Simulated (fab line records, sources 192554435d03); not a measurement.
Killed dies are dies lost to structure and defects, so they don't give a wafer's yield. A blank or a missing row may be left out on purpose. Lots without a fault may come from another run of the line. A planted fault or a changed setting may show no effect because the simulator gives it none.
A struck lot beside a sound one | flow n5_finfet | 15 steps out of a route of 1938
Sound: wafers L747.3, L747.5, L747.6. Struck: wafers L738.2, L738.3, L738.5. The cause comes at the end.
At each step with rows: each side's tool, then ch and its chambers, then its first start. Under that, the readings that differ: sound wafers | struck wafers | difference of the means | sigmas: that difference in standard deviations of wafers without a fault.
alike: readings whose means differ by less than 2 such deviations, and words and numbers that are the same on both sides. not compared: withheld readings, readings that some wafer has no value for, bounds like >300 that may hide the same value, and numbers for which the record gives no deviation and whose values overlap.
The two part at a step that has a row with sigmas, a row that says differs or no value, or rows on one side only. Numbers that don't overlap but have no deviation are shown without sigmas and don't part them. A reading that every wafer of one side lacks parts them only if that side has two wafers or more.

first, 7 steps without rows for these wafers: N5_WELL_APT_COAT_02 (resist thk 950 nm); N5_WELL_APT_EBR_04; N5_WELL_APT_SOFTBAKE_03 (time 60 s); N5_WELL_APT_EXPOSE_05 (exposes mask NWELL, defocus 0 nm, target cd 200 nm); N5_WELL_APT_PEB_06 (peb time 90 s); N5_WELL_APT_DEVELOP_07 (develop time 45 s); N5_WELL_APT_HARDBAKE_12 (time 120 s).
N5_WELL_APT_CD_MEAS_08: target cd 200 nm.
  sound on cd_sem-03 ch 0, day 5 19:56; struck on cd_sem-01 ch 0, day 3 13:56
  alike: cd_nm
N5_WELL_APT_OVL_MEAS_09:
  sound on overlay-02 ch 0, day 5 19:58; struck on overlay-02 ch 0, day 3 13:58
  reading        | sound   | struck   | difference | sigmas
  NWELL_OVL (nm) | 10 -1 8 | -9 -7 -4 | -12        | -2
N5_WELL_APT_INSPECT_10: inspects for defects (macro).
  sound on defect_inspect-01, day 5 19:59; struck on defect_inspect-01, day 3 13:59
  alike: raw_defect_count
N5_WELL_APT_DESCUM_13: chemistry O2, time 7.9 s.
  sound on rie_diel-03 ch 1,2, day 5 20:02; struck on rie_diel-03 ch 1,3, day 3 14:02
  alike: drypump_motor_current_A, oes_product_au, rf_vpp_V, showerhead_plenum_p_Torr, throttle_valve_pct
  not compared: rf_hours_counter_h
then, 1 step without rows for these wafers: N5_WELL_APT_IMPLANT_14.
N5_WELL_APT_IMPLANT_15:
  sound on implanter-02 ch 0, day 5 20:22; struck on implanter-01 ch 0, day 3 14:20
  reading                   | sound                | struck               | difference | sigmas
  beam_energy_keV           | 25.009 25.006 25.004 | 17.440 17.448 17.448 | -7.561     | -99 or more
  model.implant.rp_nm (nm)  | 19.39 19.39 19.39    | 14.07 14.07 14.07    | -5.32      |
  model.implant.drp_nm (nm) | 8.457 8.457 8.457    | 6.585 6.585 6.585    | -1.872     |
  alike: tilt_deg
then, 1 step without rows for these wafers: N5_WELL_APT_STRIP_16 (strips in SPM, time 900 s).
-- the record jumps here: 12 days lie between the struck wafers' starts before and after (it left off in module WELL_APT and takes up again in module PASSIVATION, whose first step shown is number 1936 of the route) --
N5_PASSIVATION_PROBE_49:
  sound on prober-02, day 18 17:27; struck on prober-01, day 15 21:49
  alike: killed_at_M0_to_M3, killed_at_M4_up, killed_at_contacts, killed_at_front_end, killed_at_other, killed_dies, killed_open, killed_short

WHERE THEY PART
First at N5_WELL_APT_OVL_MEAS_09; last, within this record, at N5_WELL_APT_IMPLANT_15. Later steps at which nothing parts them and some readings are alike: N5_PASSIVATION_PROBE_49.

WHY: what the simulator had put in
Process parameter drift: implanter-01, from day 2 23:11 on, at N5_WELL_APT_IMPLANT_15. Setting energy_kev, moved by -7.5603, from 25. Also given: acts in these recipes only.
